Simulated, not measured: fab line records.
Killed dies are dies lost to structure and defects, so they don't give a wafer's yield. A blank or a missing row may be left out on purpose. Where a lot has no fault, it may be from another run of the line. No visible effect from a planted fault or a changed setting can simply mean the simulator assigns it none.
fab line records || flow nand_harc || part 2 of 2: steps 22 to 28 of 28
[record] {"lots": 5, "wafers": 15, "last_day": 31}
route steps=1302 shown A_CONTACT@1024
lots with no fault: from the same line, run without faults
start_h: hours from the record's first day to the start of the lot's first wafer shown || wait_h: hours elapsed since this lot's preceding step || " repeats the value in the row above || L1.1+2: a single row standing in for several wafers || - no value, or no start given || * or withheld: withheld || < > ~ a bound
route shown NAME@n: names a module that has steps shown in the file, with the first one's number in the route || usual: mean/standard deviation of fault-free wafers || same: alike in all rows || chamber/n: place in a boat || sites: the reading at each site || _std_site: the standard deviation of these || _edge_site: outer sites' mean less inner sites' || radius_mm: for every site, how far away it sits from the centre of the wafer || mask NAME#n: copy n || behind: the most recent tool/chamber to have shaped the wafer || hold: the reason the lot was held/the length of the hold in hours/how it ended || device: the n, p or np transistor that did not switch || end of line: the route-end tests of the same wafers || a step without rows: its recipe alone || killed: not the wafer's yield, but the dies lost to structure and defects at the first sort || map: the dies of a wafer, with x for killed, . for not killed, _ for no die there
set.NAME: the setting the step ran with; set.NAME@STEP: the setting that earlier step ran with || model.NAME: the simulator's own value behind a step, which no gauge read
lots at some steps of the route; a table a step, a row a wafer
services: from which hour (start_h, from the record's first day; less than 0 if before it) a tool's chamber was out of use, for how many hours, and why
[[steps]]
[step NHARC_A_CONTACT_ETCH_77]
[recipe] {"target_depth_a": 1089, "time_s": 54.5, "cf4_flow_sccm": 100, "chf3_flow_sccm": 30, "ar_flow_sccm": 0, "rf_w": 500, "bias_w": 200, "chemistry": "CF4/CHF3"}
[usual] {"drypump_motor_current_A": "5.5/0.54", "oes_product_au": "0.933/0.022", "rf_vpp_V": "371.1/2.8", "showerhead_plenum_p_Torr": "1.59/0.079", "throttle_valve_pct": "16.802/0.0083"}
{"lot.wafer": "L075.3", "tool": "rie_diel-10", "chamber": 0, "start_h": "-", "wait_h": "-", "drypump_motor_current_A": 5.4, "oes_product_au": 0.925, "rf_hours_counter_h": 30, "rf_vpp_V": 372.7, "showerhead_plenum_p_Torr": 1.62, "throttle_valve_pct": 16.799}
{"lot.wafer": "L075.1", "tool": "rie_diel-10", "chamber": 1, "start_h": "-", "wait_h": "-", "drypump_motor_current_A": 6.5, "oes_product_au": 0.927, "rf_hours_counter_h": 29, "rf_vpp_V": 368.2, "showerhead_plenum_p_Torr": 1.50, "throttle_valve_pct": 16.798}
{"lot.wafer": "L075.5", "tool": "rie_diel-10", "chamber": 3, "start_h": "-", "wait_h": "-", "drypump_motor_current_A": 6.7, "oes_product_au": 0.907, "rf_hours_counter_h": "-", "rf_vpp_V": 371.7, "showerhead_plenum_p_Torr": 1.63, "throttle_valve_pct": 16.797}
{"lot.wafer": "L078.2", "tool": "rie_diel-13", "chamber": 2, "start_h": "-", "wait_h": "-", "drypump_motor_current_A": 5.7, "oes_product_au": 0.918, "rf_hours_counter_h": 1, "rf_vpp_V": 374.0, "showerhead_plenum_p_Torr": 1.66, "throttle_valve_pct": 16.808}
{"lot.wafer": "L078.3", "tool": "rie_diel-13", "chamber": 0, "start_h": "-", "wait_h": "-", "drypump_motor_current_A": 5.1, "oes_product_au": 0.925, "rf_hours_counter_h": 2, "rf_vpp_V": 374.5, "showerhead_plenum_p_Torr": 1.70, "throttle_valve_pct": 16.798}
{"lot.wafer": "L078.4", "tool": "rie_diel-13", "chamber": 1, "start_h": "-", "wait_h": "-", "drypump_motor_current_A": 5.7, "oes_product_au": 0.910, "rf_hours_counter_h": 2, "rf_vpp_V": 370.8, "showerhead_plenum_p_Torr": 1.60, "throttle_valve_pct": 16.793}
{"lot.wafer": "L083.1", "tool": "rie_diel-02", "chamber": 1, "start_h": "-", "wait_h": "-", "drypump_motor_current_A": 5.4, "oes_product_au": 0.979, "rf_hours_counter_h": 3, "rf_vpp_V": 374.1, "showerhead_plenum_p_Torr": 1.65, "throttle_valve_pct": 16.819}
{"lot.wafer": "L083.3", "tool": "rie_diel-02", "chamber": 2, "start_h": "-", "wait_h": "-", "drypump_motor_current_A": 6.3, "oes_product_au": 0.960, "rf_hours_counter_h": 3, "rf_vpp_V": 373.0, "showerhead_plenum_p_Torr": 1.61, "throttle_valve_pct": 16.795}
{"lot.wafer": "L083.6", "tool": "rie_diel-02", "chamber": 1, "start_h": "-", "wait_h": "-", "drypump_motor_current_A": 5.3, "oes_product_au": 0.977, "rf_hours_counter_h": "-", "rf_vpp_V": 373.5, "showerhead_plenum_p_Torr": 1.65, "throttle_valve_pct": 16.808}
{"lot.wafer": "L084.4", "tool": "rie_diel-13", "chamber": 1, "start_h": "-", "wait_h": "-", "drypump_motor_current_A": 5.7, "oes_product_au": 0.922, "rf_hours_counter_h": 17, "rf_vpp_V": 371.3, "showerhead_plenum_p_Torr": 1.59, "throttle_valve_pct": 16.799}
{"lot.wafer": "L084.2", "tool": "rie_diel-13", "chamber": 2, "start_h": "-", "wait_h": "-", "drypump_motor_current_A": 5.7, "oes_product_au": 0.912, "rf_hours_counter_h": 16, "rf_vpp_V": 373.5, "showerhead_plenum_p_Torr": 1.65, "throttle_valve_pct": 16.801}
{"lot.wafer": "L084.5", "tool": "rie_diel-13", "chamber": 2, "start_h": "-", "wait_h": "-", "drypump_motor_current_A": 5.7, "oes_product_au": 0.936, "rf_hours_counter_h": "-", "rf_vpp_V": 372.3, "showerhead_plenum_p_Torr": 1.65, "throttle_valve_pct": 16.785}
{"lot.wafer": "L091.3", "tool": "rie_diel-02", "chamber": 1, "start_h": "-", "wait_h": "-", "drypump_motor_current_A": 5.3, "oes_product_au": 0.923, "rf_hours_counter_h": 34, "rf_vpp_V": 372.4, "showerhead_plenum_p_Torr": 1.64, "throttle_valve_pct": 16.808}
{"lot.wafer": "L091.4", "tool": "rie_diel-02", "chamber": 2, "start_h": "-", "wait_h": "-", "drypump_motor_current_A": 6.2, "oes_product_au": 0.917, "rf_hours_counter_h": 32, "rf_vpp_V": 371.6, "showerhead_plenum_p_Torr": 1.60, "throttle_valve_pct": 16.794}
{"lot.wafer": "L091.1", "tool": "rie_diel-02", "chamber": 3, "start_h": "-", "wait_h": "-", "drypump_motor_current_A": 5.3, "oes_product_au": 0.925, "rf_hours_counter_h": 32, "rf_vpp_V": 371.4, "showerhead_plenum_p_Torr": 1.54, "throttle_valve_pct": 16.799}
[step NHARC_A_CONTACT_ETCH_78]
[recipe] {"target_depth_a": 53000, "over_etch_frac": 0.3, "time_s": 1378, "ion_energy_ev": 150, "o2_flow_sccm": 400, "cos_flow_sccm": 20, "ar_flow_sccm": 0, "rf_w": 500, "bias_w": 300, "chemistry": "O2/COS"}
[usual] {"drypump_motor_current_A": "5.6/0.54", "o2_flow_sccm": "400.0/1.3", "oes_product_au": "0.997/0.01", "rf_vpp_V": "314.7/2.2", "showerhead_plenum_p_Torr": "3.16/0.15", "throttle_valve_pct": "28.331/0.0097"}
{"lot.wafer": "L075.3", "tool": "rie_diel-10", "chamber": 1, "start_h": "-", "wait_h": "-", "drypump_motor_current_A": 6.5, "o2_flow_sccm": 399.8, "oes_product_au": 1.004, "rf_hours_counter_h": 29, "rf_vpp_V": 312.5, "showerhead_plenum_p_Torr": 2.98, "throttle_valve_pct": 28.339}
{"lot.wafer": "L075.1", "tool": "rie_diel-10", "chamber": 2, "start_h": "-", "wait_h": "-", "drypump_motor_current_A": 5.1, "o2_flow_sccm": 399.7, "oes_product_au": 1.002, "rf_hours_counter_h": 29, "rf_vpp_V": 317.7, "showerhead_plenum_p_Torr": 3.36, "throttle_valve_pct": 28.322}
{"lot.wafer": "L075.5", "tool": "rie_diel-10", "chamber": 3, "start_h": "-", "wait_h": "-", "drypump_motor_current_A": 6.8, "o2_flow_sccm": 399.9, "oes_product_au": 0.995, "rf_hours_counter_h": "-", "rf_vpp_V": 315.7, "showerhead_plenum_p_Torr": 3.23, "throttle_valve_pct": 28.328}
{"lot.wafer": "L078.4", "tool": "rie_diel-13", "chamber": 1, "start_h": "-", "wait_h": "-", "drypump_motor_current_A": 5.7, "o2_flow_sccm": 400.3, "oes_product_au": 0.982, "rf_hours_counter_h": 2, "rf_vpp_V": 315.8, "showerhead_plenum_p_Torr": 3.17, "throttle_valve_pct": 28.332}
{"lot.wafer": "L078.2", "tool": "rie_diel-13", "chamber": 2, "start_h": "-", "wait_h": "-", "drypump_motor_current_A": 5.7, "o2_flow_sccm": 400.6, "oes_product_au": 1.006, "rf_hours_counter_h": 2, "rf_vpp_V": 315.5, "showerhead_plenum_p_Torr": 3.29, "throttle_valve_pct": 28.331}
{"lot.wafer": "L078.3", "tool": "rie_diel-13", "chamber": 0, "start_h": "-", "wait_h": "-", "drypump_motor_current_A": 5.1, "o2_flow_sccm": 401.4, "oes_product_au": 1.010, "rf_hours_counter_h": 2, "rf_vpp_V": 317.1, "showerhead_plenum_p_Torr": 3.37, "throttle_valve_pct": 28.316}
{"lot.wafer": "L083.3", "tool": "rie_diel-02", "chamber": 1, "start_h": "-", "wait_h": "-", "drypump_motor_current_A": 5.4, "o2_flow_sccm": 400.7, "oes_product_au": 1.000, "rf_hours_counter_h": 3, "rf_vpp_V": 317.4, "showerhead_plenum_p_Torr": 3.28, "throttle_valve_pct": 28.316}
{"lot.wafer": "L083.1", "tool": "rie_diel-02", "chamber": 2, "start_h": "-", "wait_h": "-", "drypump_motor_current_A": 6.2, "o2_flow_sccm": 400.3, "oes_product_au": 0.983, "rf_hours_counter_h": 3, "rf_vpp_V": 316.2, "showerhead_plenum_p_Torr": 3.19, "throttle_valve_pct": 28.332}
{"lot.wafer": "L083.6", "tool": "rie_diel-02", "chamber": 1, "start_h": "-", "wait_h": "-", "drypump_motor_current_A": 5.3, "o2_flow_sccm": 399.4, "oes_product_au": 0.991, "rf_hours_counter_h": "-", "rf_vpp_V": 316.6, "showerhead_plenum_p_Torr": 3.28, "throttle_valve_pct": 28.340}
{"lot.wafer": "L084.2", "tool": "rie_diel-13", "chamber": 3, "start_h": "-", "wait_h": "-", "drypump_motor_current_A": 4.8, "o2_flow_sccm": 399.3, "oes_product_au": 0.991, "rf_hours_counter_h": 16, "rf_vpp_V": 311.9, "showerhead_plenum_p_Torr": 2.94, "throttle_valve_pct": 28.326}
{"lot.wafer": "L084.4", "tool": "rie_diel-13", "chamber": 1, "start_h": "-", "wait_h": "-", "drypump_motor_current_A": 5.7, "o2_flow_sccm": 399.3, "oes_product_au": 0.991, "rf_hours_counter_h": 17, "rf_vpp_V": 314.5, "showerhead_plenum_p_Torr": 3.16, "throttle_valve_pct": 28.309}
{"lot.wafer": "L084.5", "tool": "rie_diel-13", "chamber": 3, "start_h": "-", "wait_h": "-", "drypump_motor_current_A": 4.8, "o2_flow_sccm": 400.3, "oes_product_au": 0.992, "rf_hours_counter_h": "-", "rf_vpp_V": 311.9, "showerhead_plenum_p_Torr": 2.94, "throttle_valve_pct": 28.328}
{"lot.wafer": "L091.4", "tool": "rie_diel-02", "chamber": 1, "start_h": "-", "wait_h": "-", "drypump_motor_current_A": 5.3, "o2_flow_sccm": 400.2, "oes_product_au": 0.994, "rf_hours_counter_h": 34, "rf_vpp_V": 315.1, "showerhead_plenum_p_Torr": 3.26, "throttle_valve_pct": 28.318}
{"lot.wafer": "L091.3", "tool": "rie_diel-02", "chamber": 3, "start_h": "-", "wait_h": "-", "drypump_motor_current_A": 5.3, "o2_flow_sccm": 402.0, "oes_product_au": 0.997, "rf_hours_counter_h": 32, "rf_vpp_V": 314.5, "showerhead_plenum_p_Torr": 3.06, "throttle_valve_pct": 28.330}
{"lot.wafer": "L091.1", "tool": "rie_diel-02", "chamber": 0, "start_h": "-", "wait_h": "-", "drypump_motor_current_A": 6.0, "o2_flow_sccm": 399.9, "oes_product_au": 0.990, "rf_hours_counter_h": 23, "rf_vpp_V": 311.3, "showerhead_plenum_p_Torr": 2.91, "throttle_valve_pct": 28.343}
[step NHARC_A_CONTACT_ETCH_124]
[recipe] {"source_w": "withheld", "pressure_mtorr": 20, "bias_v": "withheld", "time_s": 140, "target_depth_a": 7000, "ar_flow_sccm": "withheld", "c4f8_flow_sccm": "withheld", "o2_flow_sccm": "withheld", "chemistry": "C4F8/O2/Ar"}
{"lot.wafer": "L075.1", "tool": "har_cap_etch-02", "chamber": 1, "start_h": 518.65, "wait_h": "-", "rf_hours_counter_h": 91}
{"lot.wafer": "L075.3", "tool": "har_cap_etch-02", "chamber": 1, "start_h": 518.65, "wait_h": "-", "rf_hours_counter_h": "-"}
{"lot.wafer": "L075.5", "tool": "har_cap_etch-02", "chamber": 1, "start_h": 518.65, "wait_h": "-", "rf_hours_counter_h": "-"}
{"lot.wafer": "L078.2", "tool": "har_cap_etch-02", "chamber": 1, "start_h": 535.88, "wait_h": "-", "rf_hours_counter_h": 94}
{"lot.wafer": "L078.3", "tool": "har_cap_etch-02", "chamber": 0, "start_h": 535.88, "wait_h": "-", "rf_hours_counter_h": "-"}
{"lot.wafer": "L078.4", "tool": "har_cap_etch-02", "chamber": 1, "start_h": 535.88, "wait_h": "-", "rf_hours_counter_h": "-"}
{"lot.wafer": "L083.1", "tool": "har_cap_etch-01", "chamber": 1, "start_h": 592.88, "wait_h": "-", "rf_hours_counter_h": 14}
{"lot.wafer": "L083.3", "tool": "har_cap_etch-01", "chamber": 1, "start_h": 592.88, "wait_h": "-", "rf_hours_counter_h": "-"}
{"lot.wafer": "L083.6", "tool": "har_cap_etch-01", "chamber": 0, "start_h": 592.88, "wait_h": "-", "rf_hours_counter_h": "-"}
{"lot.wafer": "L084.2", "tool": "har_cap_etch-03", "chamber": 0, "start_h": 611.18, "wait_h": "-", "rf_hours_counter_h": 63}
{"lot.wafer": "L084.4", "tool": "har_cap_etch-03", "chamber": 0, "start_h": 611.18, "wait_h": "-", "rf_hours_counter_h": "-"}
{"lot.wafer": "L084.5", "tool": "har_cap_etch-03", "chamber": 1, "start_h": 611.18, "wait_h": "-", "rf_hours_counter_h": "-"}
{"lot.wafer": "L091.1", "tool": "har_cap_etch-01", "chamber": 0, "start_h": 674.07, "wait_h": "-", "rf_hours_counter_h": 29}
{"lot.wafer": "L091.4", "tool": "har_cap_etch-01", "chamber": 1, "start_h": 674.07, "wait_h": "-", "rf_hours_counter_h": "-"}
{"lot.wafer": "L091.3", "tool": "har_cap_etch-01", "chamber": 0, "start_h": 674.07, "wait_h": "-", "rf_hours_counter_h": "-"}
[step NHARC_A_CONTACT_ETCH_125]
[recipe] {"source_w": "withheld", "pressure_mtorr": 20, "bias_v": 3000, "time_s": 197, "target_depth_a": 19180, "ar_flow_sccm": "withheld", "c4f8_flow_sccm": "withheld", "o2_flow_sccm": "withheld", "chemistry": "C4F8/O2/Ar"}
{"lot.wafer": "L075.1", "tool": "har_cap_etch-02", "chamber": 1, "start_h": 518.85, "wait_h": 0.2, "rf_hours_counter_h": 91}
{"lot.wafer": "L075.3", "tool": "har_cap_etch-02", "chamber": 1, "start_h": 518.85, "wait_h": 0.2, "rf_hours_counter_h": "-"}
{"lot.wafer": "L075.5", "tool": "har_cap_etch-02", "chamber": 1, "start_h": 518.85, "wait_h": 0.2, "rf_hours_counter_h": "-"}
{"lot.wafer": "L078.2", "tool": "har_cap_etch-02", "chamber": 1, "start_h": 536.08, "wait_h": 0.2, "rf_hours_counter_h": 95}
{"lot.wafer": "L078.3", "tool": "har_cap_etch-02", "chamber": 0, "start_h": 536.08, "wait_h": 0.2, "rf_hours_counter_h": "-"}
{"lot.wafer": "L078.4", "tool": "har_cap_etch-02", "chamber": 1, "start_h": 536.08, "wait_h": 0.2, "rf_hours_counter_h": "-"}
{"lot.wafer": "L083.1", "tool": "har_cap_etch-01", "chamber": 1, "start_h": 593.08, "wait_h": 0.2, "rf_hours_counter_h": 14}
{"lot.wafer": "L083.3", "tool": "har_cap_etch-01", "chamber": 1, "start_h": 593.08, "wait_h": 0.2, "rf_hours_counter_h": "-"}
{"lot.wafer": "L083.6", "tool": "har_cap_etch-01", "chamber": 0, "start_h": 593.08, "wait_h": 0.2, "rf_hours_counter_h": "-"}
{"lot.wafer": "L084.2", "tool": "har_cap_etch-03", "chamber": 0, "start_h": 611.38, "wait_h": 0.2, "rf_hours_counter_h": 63}
{"lot.wafer": "L084.4", "tool": "har_cap_etch-03", "chamber": 0, "start_h": 611.38, "wait_h": 0.2, "rf_hours_counter_h": "-"}
{"lot.wafer": "L084.5", "tool": "har_cap_etch-03", "chamber": 1, "start_h": 611.38, "wait_h": 0.2, "rf_hours_counter_h": "-"}
{"lot.wafer": "L091.1", "tool": "har_cap_etch-01", "chamber": 0, "start_h": 674.26, "wait_h": 0.2, "rf_hours_counter_h": 29}
{"lot.wafer": "L091.4", "tool": "har_cap_etch-01", "chamber": 1, "start_h": 674.26, "wait_h": 0.2, "rf_hours_counter_h": "-"}
{"lot.wafer": "L091.3", "tool": "har_cap_etch-01", "chamber": 0, "start_h": 674.26, "wait_h": 0.2, "rf_hours_counter_h": "-"}
[step NHARC_A_CONTACT_ETCH_126]
[recipe] {"source_w": "withheld", "pressure_mtorr": 20, "bias_v": 3000, "time_s": 197, "target_depth_a": 19180, "ar_flow_sccm": "withheld", "c4f8_flow_sccm": "withheld", "o2_flow_sccm": "withheld", "chemistry": "C4F8/O2/Ar"}
{"lot.wafer": "L075.1", "tool": "har_cap_etch-02", "chamber": 1, "start_h": 519.03, "wait_h": 0.1, "rf_hours_counter_h": 92}
{"lot.wafer": "L075.3", "tool": "har_cap_etch-02", "chamber": 1, "start_h": 519.03, "wait_h": 0.1, "rf_hours_counter_h": "-"}
{"lot.wafer": "L075.5", "tool": "har_cap_etch-02", "chamber": 1, "start_h": 519.03, "wait_h": 0.1, "rf_hours_counter_h": "-"}
{"lot.wafer": "L078.2", "tool": "har_cap_etch-02", "chamber": 1, "start_h": 536.26, "wait_h": 0.1, "rf_hours_counter_h": 95}
{"lot.wafer": "L078.3", "tool": "har_cap_etch-02", "chamber": 0, "start_h": 536.26, "wait_h": 0.1, "rf_hours_counter_h": "-"}
{"lot.wafer": "L078.4", "tool": "har_cap_etch-02", "chamber": 1, "start_h": 536.26, "wait_h": 0.1, "rf_hours_counter_h": "-"}
{"lot.wafer": "L083.1", "tool": "har_cap_etch-01", "chamber": 1, "start_h": 593.25, "wait_h": 0.1, "rf_hours_counter_h": 14}
{"lot.wafer": "L083.3", "tool": "har_cap_etch-01", "chamber": 1, "start_h": 593.25, "wait_h": 0.1, "rf_hours_counter_h": "-"}
{"lot.wafer": "L083.6", "tool": "har_cap_etch-01", "chamber": 0, "start_h": 593.25, "wait_h": 0.1, "rf_hours_counter_h": "-"}
{"lot.wafer": "L084.2", "tool": "har_cap_etch-03", "chamber": 0, "start_h": 611.56, "wait_h": 0.1, "rf_hours_counter_h": 64}
{"lot.wafer": "L084.4", "tool": "har_cap_etch-03", "chamber": 0, "start_h": 611.56, "wait_h": 0.1, "rf_hours_counter_h": "-"}
{"lot.wafer": "L084.5", "tool": "har_cap_etch-03", "chamber": 1, "start_h": 611.56, "wait_h": 0.1, "rf_hours_counter_h": "-"}
{"lot.wafer": "L091.1", "tool": "har_cap_etch-01", "chamber": 0, "start_h": 674.44, "wait_h": 0.1, "rf_hours_counter_h": 30}
{"lot.wafer": "L091.4", "tool": "har_cap_etch-01", "chamber": 1, "start_h": 674.44, "wait_h": 0.1, "rf_hours_counter_h": "-"}
{"lot.wafer": "L091.3", "tool": "har_cap_etch-01", "chamber": 0, "start_h": 674.44, "wait_h": 0.1, "rf_hours_counter_h": "-"}
[step NHARC_A_CONTACT_ETCH_127]
[recipe] {"source_w": "withheld", "pressure_mtorr": 20, "bias_v": 3000, "time_s": 197, "target_depth_a": 19180, "ar_flow_sccm": "withheld", "c4f8_flow_sccm": "withheld", "o2_flow_sccm": "withheld", "chemistry": "C4F8/O2/Ar"}
{"lot.wafer": "L075.1", "tool": "har_cap_etch-02", "chamber": 1, "start_h": 519.21, "wait_h": 0.1, "rf_hours_counter_h": 92}
{"lot.wafer": "L075.3", "tool": "har_cap_etch-02", "chamber": 1, "start_h": 519.21, "wait_h": 0.1, "rf_hours_counter_h": "-"}
{"lot.wafer": "L075.5", "tool": "har_cap_etch-02", "chamber": 1, "start_h": 519.21, "wait_h": 0.1, "rf_hours_counter_h": "-"}
{"lot.wafer": "L078.2", "tool": "har_cap_etch-02", "chamber": 1, "start_h": 536.43, "wait_h": 0.1, "rf_hours_counter_h": 95}
{"lot.wafer": "L078.3", "tool": "har_cap_etch-02", "chamber": 0, "start_h": 536.43, "wait_h": 0.1, "rf_hours_counter_h": "-"}
{"lot.wafer": "L078.4", "tool": "har_cap_etch-02", "chamber": 1, "start_h": 536.43, "wait_h": 0.1, "rf_hours_counter_h": "-"}
{"lot.wafer": "L083.1", "tool": "har_cap_etch-01", "chamber": 1, "start_h": 593.42, "wait_h": 0.1, "rf_hours_counter_h": 15}
{"lot.wafer": "L083.3", "tool": "har_cap_etch-01", "chamber": 1, "start_h": 593.42, "wait_h": 0.1, "rf_hours_counter_h": "-"}
{"lot.wafer": "L083.6", "tool": "har_cap_etch-01", "chamber": 0, "start_h": 593.42, "wait_h": 0.1, "rf_hours_counter_h": "-"}
{"lot.wafer": "L084.2", "tool": "har_cap_etch-03", "chamber": 0, "start_h": 611.74, "wait_h": 0.1, "rf_hours_counter_h": 64}
{"lot.wafer": "L084.4", "tool": "har_cap_etch-03", "chamber": 0, "start_h": 611.74, "wait_h": 0.1, "rf_hours_counter_h": "-"}
{"lot.wafer": "L084.5", "tool": "har_cap_etch-03", "chamber": 1, "start_h": 611.74, "wait_h": 0.1, "rf_hours_counter_h": "-"}
{"lot.wafer": "L091.1", "tool": "har_cap_etch-01", "chamber": 0, "start_h": 674.61, "wait_h": 0.1, "rf_hours_counter_h": 30}
{"lot.wafer": "L091.4", "tool": "har_cap_etch-01", "chamber": 1, "start_h": 674.61, "wait_h": 0.1, "rf_hours_counter_h": "-"}
{"lot.wafer": "L091.3", "tool": "har_cap_etch-01", "chamber": 0, "start_h": 674.61, "wait_h": 0.1, "rf_hours_counter_h": "-"}
[step NHARC_A_CONTACT_ETCH_128]
[recipe] {"source_w": "withheld", "pressure_mtorr": 20, "bias_v": 3000, "time_s": 197, "target_depth_a": 19180, "ar_flow_sccm": "withheld", "c4f8_flow_sccm": "withheld", "o2_flow_sccm": "withheld", "chemistry": "C4F8/O2/Ar"}
{"lot.wafer": "L075.1", "tool": "har_cap_etch-02", "chamber": 1, "start_h": 519.39, "wait_h": 0.1, "rf_hours_counter_h": 92}
{"lot.wafer": "L075.3", "tool": "har_cap_etch-02", "chamber": 1, "start_h": 519.39, "wait_h": 0.1, "rf_hours_counter_h": "-"}
{"lot.wafer": "L075.5", "tool": "har_cap_etch-02", "chamber": 1, "start_h": 519.39, "wait_h": 0.1, "rf_hours_counter_h": "-"}
{"lot.wafer": "L078.2", "tool": "har_cap_etch-02", "chamber": 1, "start_h": 536.61, "wait_h": 0.1, "rf_hours_counter_h": 95}
{"lot.wafer": "L078.3", "tool": "har_cap_etch-02", "chamber": 0, "start_h": 536.61, "wait_h": 0.1, "rf_hours_counter_h": "-"}
{"lot.wafer": "L078.4", "tool": "har_cap_etch-02", "chamber": 1, "start_h": 536.61, "wait_h": 0.1, "rf_hours_counter_h": "-"}
{"lot.wafer": "L083.1", "tool": "har_cap_etch-01", "chamber": 1, "start_h": 593.60, "wait_h": 0.1, "rf_hours_counter_h": 15}
{"lot.wafer": "L083.3", "tool": "har_cap_etch-01", "chamber": 1, "start_h": 593.60, "wait_h": 0.1, "rf_hours_counter_h": "-"}
{"lot.wafer": "L083.6", "tool": "har_cap_etch-01", "chamber": 0, "start_h": 593.60, "wait_h": 0.1, "rf_hours_counter_h": "-"}
{"lot.wafer": "L084.2", "tool": "har_cap_etch-03", "chamber": 0, "start_h": 611.91, "wait_h": 0.1, "rf_hours_counter_h": 64}
{"lot.wafer": "L084.4", "tool": "har_cap_etch-03", "chamber": 0, "start_h": 611.91, "wait_h": 0.1, "rf_hours_counter_h": "-"}
{"lot.wafer": "L084.5", "tool": "har_cap_etch-03", "chamber": 1, "start_h": 611.91, "wait_h": 0.1, "rf_hours_counter_h": "-"}
{"lot.wafer": "L091.1", "tool": "har_cap_etch-01", "chamber": 0, "start_h": 674.79, "wait_h": 0.1, "rf_hours_counter_h": 30}
{"lot.wafer": "L091.4", "tool": "har_cap_etch-01", "chamber": 1, "start_h": 674.79, "wait_h": 0.1, "rf_hours_counter_h": "-"}
{"lot.wafer": "L091.3", "tool": "har_cap_etch-01", "chamber": 0, "start_h": 674.79, "wait_h": 0.1, "rf_hours_counter_h": "-"}
[[services]]
{"tool": "har_cap_etch-02", "chamber": "-", "start_h": 489.88, "hours": 1.1, "kind": "repair"}
{"tool": "pecvd-01", "chamber": "-", "start_h": 492.00, "hours": 13.0, "kind": "pm"}
{"tool": "har_cap_etch-01", "chamber": "-", "start_h": 498.43, "hours": 17.0, "kind": "pm"}
{"tool": "litho_track-01", "chamber": "-", "start_h": 505.00, "hours": 7.0, "kind": "pm"}
{"tool": "rie_diel-13", "chamber": "-", "start_h": 519.10, "hours": 9.0, "kind": "pm"}
{"tool": "litho_track-06", "chamber": "-", "start_h": 529.00, "hours": 7.0, "kind": "pm"}
{"tool": "rie_diel-02", "chamber": "-", "start_h": 529.25, "hours": 1.3, "kind": "repair"}
{"tool": "litho_track-04", "chamber": "-", "start_h": 553.00, "hours": 7.0, "kind": "pm"}
{"tool": "rie_diel-10", "chamber": 3, "start_h": 562.48, "hours": 11.0, "kind": "repair"}
{"tool": "arfi_scanner-02", "chamber": "-", "start_h": 564.24, "hours": 0.5, "kind": "repair"}
{"tool": "rie_diel-13", "chamber": 2, "start_h": 568.16, "hours": 8.0, "kind": "repair"}
{"tool": "rie_diel-02", "chamber": "-", "start_h": 571.15, "hours": 9.0, "kind": "pm"}
{"tool": "arfi_scanner-02", "chamber": "-", "start_h": 599.13, "hours": 1.0, "kind": "repair"}
{"tool": "rie_diel-10", "chamber": "-", "start_h": 601.03, "hours": 9.0, "kind": "pm"}
{"tool": "rie_diel-02", "chamber": 0, "start_h": 602.62, "hours": 32.6, "kind": "repair"}
{"tool": "wet_bench-05", "chamber": "-", "start_h": 612.80, "hours": 8.0, "kind": "pm"}
{"tool": "rie_diel-10", "chamber": 0, "start_h": 633.93, "hours": 1.8, "kind": "repair"}
{"tool": "wet_bench-05", "chamber": "-", "start_h": 641.84, "hours": 4.2, "kind": "repair"}
{"tool": "arfi_scanner-02", "chamber": "-", "start_h": 656.93, "hours": 4.0, "kind": "pm"}
{"tool": "rie_diel-13", "chamber": "-", "start_h": 657.37, "hours": 2.3, "kind": "repair"}
{"tool": "rie_diel-13", "chamber": 0, "start_h": 660.34, "hours": 6.6, "kind": "repair"}
{"tool": "rie_diel-02", "chamber": 1, "start_h": 662.03, "hours": 4.3, "kind": "repair"}
{"tool": "acl_dep-03", "chamber": "-", "start_h": 666.74, "hours": 13.0, "kind": "pm"}
{"tool": "rie_diel-10", "chamber": 1, "start_h": 671.73, "hours": 10.6, "kind": "repair"}
